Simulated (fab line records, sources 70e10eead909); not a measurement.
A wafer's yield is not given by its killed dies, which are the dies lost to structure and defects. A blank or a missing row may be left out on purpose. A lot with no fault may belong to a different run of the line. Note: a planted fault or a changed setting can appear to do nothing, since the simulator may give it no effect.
Chamber matching | flow nand-harc | 3 sister chambers for NHARC_P_GATE_DEP_103 on pecvd-01
The step deposits SiON, target thk 30 nm. 14 wafers are shown with their chamber, then 7 later ones without.

WAFERS WITH THEIR CHAMBER
wafer  | chamber | heater-power-w (W)
L213.3 | 1       | 626
L213.4 | 2       | 725
L213.6 | 1       | 645
L216.3 | 2       | 697
L216.4 | 0       | 678
L216.6 | 2       | 707
L218.1 | 2       | 760
L218.2 | 1       | 760
L218.5 | 0       | 679
L219.1 | 2       | 781
L219.5 | 2       | 749
L219.6 | 0       | 752
L222.1 | 1       | 770
L222.2 | 0       | 695

SIGNATURES (means of the wafers above)
reading        | chamber 0 | chamber 1 | chamber 2 | scatter within a chamber
heater-power-w | 701.00    | 700.25    | 736.50    | 48.5
Rule: a wafer's distance from a chamber is the root of the sum, over the readings, of the square of ((its reading less the chamber's mean) divided by the reading's scatter). If the next closest chamber is less than 2 further off than the closest, the wafer can't be placed; otherwise it belongs to the closest. The scatter is the square root of a quotient: the sum, over the shown wafers, of each reading's squared deviation from its chamber's mean, divided by wafers minus chambers.

WAFERS WITHOUT THEIR CHAMBER
wafer  | heater-power-w (W)
L222.3 | 662
L221.1 | 733
L221.3 | 759
L221.5 | 728
L227.1 | 721
L227.3 | 732
L227.4 | 711

WHICH CHAMBER EACH WENT THROUGH
wafer  | from the rows above          | in truth
L222.3 | can't be placed: 1 or 0 or 2 | 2
L221.1 | can't be placed: 2 or 0 or 1 | 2
L221.3 | can't be placed: 2 or 0 or 1 | 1
L221.5 | can't be placed: 2 or 0 or 1 | 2
L227.1 | can't be placed: 2 or 0 or 1 | 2
L227.3 | can't be placed: 2 or 0 or 1 | 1
L227.4 | can't be placed: 0 or 1 or 2 | 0
Placed correctly: 0 of 7. Not placeable from these rows: 7 (in 7, the candidates include the true chamber). 0 placed wrongly.
